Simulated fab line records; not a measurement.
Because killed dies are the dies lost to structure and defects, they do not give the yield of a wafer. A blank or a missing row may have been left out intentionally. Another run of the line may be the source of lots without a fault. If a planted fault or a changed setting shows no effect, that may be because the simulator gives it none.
Chamber matching + flow nand_harc + NHARC_A_STAIRCASE_TRIM_20 on rie_diel-11 has 4 sister chambers
The step chemistry O2, time 211.2 s. 8 wafers are shown with their chamber, then 10 later ones without.

WAFERS, EACH WITH ITS CHAMBER
| wafer  | chamber | drypump_motor_current_A (A) | showerhead_plenum_p_Torr (Torr) |
|--------|---------|-----------------------------|---------------------------------|
| L082.1 | 0       | 6.1                         | 3.56                            |
| L088.4 | 2       | 5.4                         | 3.67                            |
| L088.6 | 2       | 5.3                         | 3.67                            |
| L092.1 | 0       | 6.1                         | 3.55                            |
| L092.3 | 3       | 5.5                         | 3.57                            |
| L092.4 | 1       | 5.8                         | 3.55                            |
| L093.1 | 3       | 5.5                         | 3.57                            |
| L093.2 | 1       | 5.8                         | 3.55                            |

WAFERS MISSING THEIR CHAMBER
| wafer  | drypump_motor_current_A (A) | showerhead_plenum_p_Torr (Torr) |
|--------|-----------------------------|---------------------------------|
| L093.3 | 5.4                         | 3.66                            |
| L093.4 | 6.1                         | 3.55                            |
| L093.5 | 5.4                         | 3.66                            |
| L093.6 | 5.5                         | 3.57                            |
| L094.1 | 5.8                         | 3.55                            |
| L094.2 | 5.4                         | 3.66                            |
| L094.6 | 5.8                         | 3.55                            |
| L097.1 | 5.8                         | 3.55                            |
| L097.2 | 5.4                         | 3.66                            |
| L097.4 | 6.1                         | 3.55                            |

WHICH CHAMBER EACH ONE RAN IN
| wafer  | from the rows above | in truth |
|--------|---------------------|----------|
| L093.3 | 2                   | 2        |
| L093.4 | 0                   | 0        |
| L093.5 | 2                   | 2        |
| L093.6 | 3                   | 3        |
| L094.1 | 1                   | 1        |
| L094.2 | 2                   | 2        |
| L094.6 | 1                   | 1        |
| L097.1 | 1                   | 1        |
| L097.2 | 2                   | 2        |
| L097.4 | 0                   | 0        |
10 of 10 placed correctly. Left unplaced by these rows: 0. Number placed wrongly: 0.
How it was worked out, from the rows above alone: a wafer's distance from a chamber is the root of the sum, over the readings, of the square of ((its reading less the chamber's mean) divided by the reading's scatter). If the next closest chamber is less than 2 further off than the closest, the wafer can't be placed; otherwise it belongs to the closest. Each chamber's mean is taken over the wafers shown for it. How the scatter is found: for the shown wafers, subtract from each reading the mean of its chamber, square and add these, divide the total by (wafers less chambers), then take the root.
